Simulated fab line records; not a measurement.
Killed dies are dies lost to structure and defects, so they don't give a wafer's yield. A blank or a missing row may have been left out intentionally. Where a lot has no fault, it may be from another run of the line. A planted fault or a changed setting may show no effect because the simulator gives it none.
Chamber matching | flow nand-harc | rie-diel-01 running NHARC_A_STAIRCASE_TRIM_196: 4 sister chambers
The step chemistry O2, time 211.2 s. 14 wafers are shown with their chamber, then 7 later ones without.

## WAFERS PAIRED WITH THEIR CHAMBERS
wafer  | chamber | showerhead-plenum-p-Torr (Torr) | oes-product-au (a.u.) | throttle-valve-pct (%)
L078.1 | 3       | 3.35                            | 0.996                 | 17.036
L078.3 | 2       | 3.50                            | 1.006                 | 17.035
L078.6 | 0       | 3.58                            | 1.003                 | 17.040
L079.1 | 3       | 3.35                            | 1.002                 | 17.028
L079.2 | 1       | 3.67                            | 1.013                 | 17.042
L079.4 | 2       | 3.50                            | 0.996                 | 17.028
L080.3 | 2       | 3.50                            | 0.996                 | 17.029
L080.5 | 3       | 3.35                            | 1.006                 | 17.055
L080.6 | 0       | 3.57                            | 1.000                 | 17.051
L083.1 | 3       | 3.35                            | 1.012                 | 17.041
L083.4 | 1       | 3.66                            | 1.011                 | 17.040
L083.5 | 2       | 3.49                            | 0.988                 | 17.030
L087.1 | 0       | 3.56                            | 1.004                 | 17.040
L087.4 | 3       | 3.34                            | 1.007                 | 17.041

SIGNATURES (averages over the wafers above)
reading                  | chamber 0 | chamber 1 | chamber 2 | chamber 3 | scatter within a chamber
showerhead-plenum-p-Torr | 3.5700    | 3.6650    | 3.4975    | 3.3480    | 0.00636
oes-product-au           | 1.00233   | 1.01200   | 0.99650   | 1.00460   | 0.00563
throttle-valve-pct       | 17.04367  | 17.04100  | 17.03050  | 17.04020  | 0.00706
Rule: for each reading, subtract the chamber's mean from the wafer's reading, divide by that reading's scatter and square the result; add these up over the readings and take the root, which gives the wafer's distance from the chamber. If the next closest chamber is less than 2 further off than the closest, the wafer can't be placed; otherwise it belongs to the closest. How the scatter is found: for the shown wafers, subtract from each reading the mean of its chamber, square and add these, divide the total by (wafers less chambers), then take the root.

## WAFERS WHOSE CHAMBER IS MISSING
wafer  | showerhead-plenum-p-Torr (Torr) | oes-product-au (a.u.) | throttle-valve-pct (%)
L087.5 | 3.48                            | 0.985                 | 17.036
L091.4 | 3.33                            | 0.997                 | 17.033
L091.5 | 3.55                            | 1.013                 | 17.018
L091.6 | 3.33                            | 1.009                 | 17.025
L093.1 | 3.33                            | 1.000                 | 17.044
L093.4 | 3.64                            | 1.016                 | 17.042
L093.6 | 3.55                            | 1.006                 | 17.038

## CHAMBER TAKEN BY EACH
wafer  | from the rows above | in truth
L087.5 | 2                   | 2
L091.4 | 3                   | 3
L091.5 | 0                   | 0
L091.6 | 3                   | 3
L093.1 | 3                   | 3
L093.4 | 1                   | 1
L093.6 | 0                   | 0
7 of 7 placed correctly. Not placeable from these rows: 0. Placed wrongly: 0.
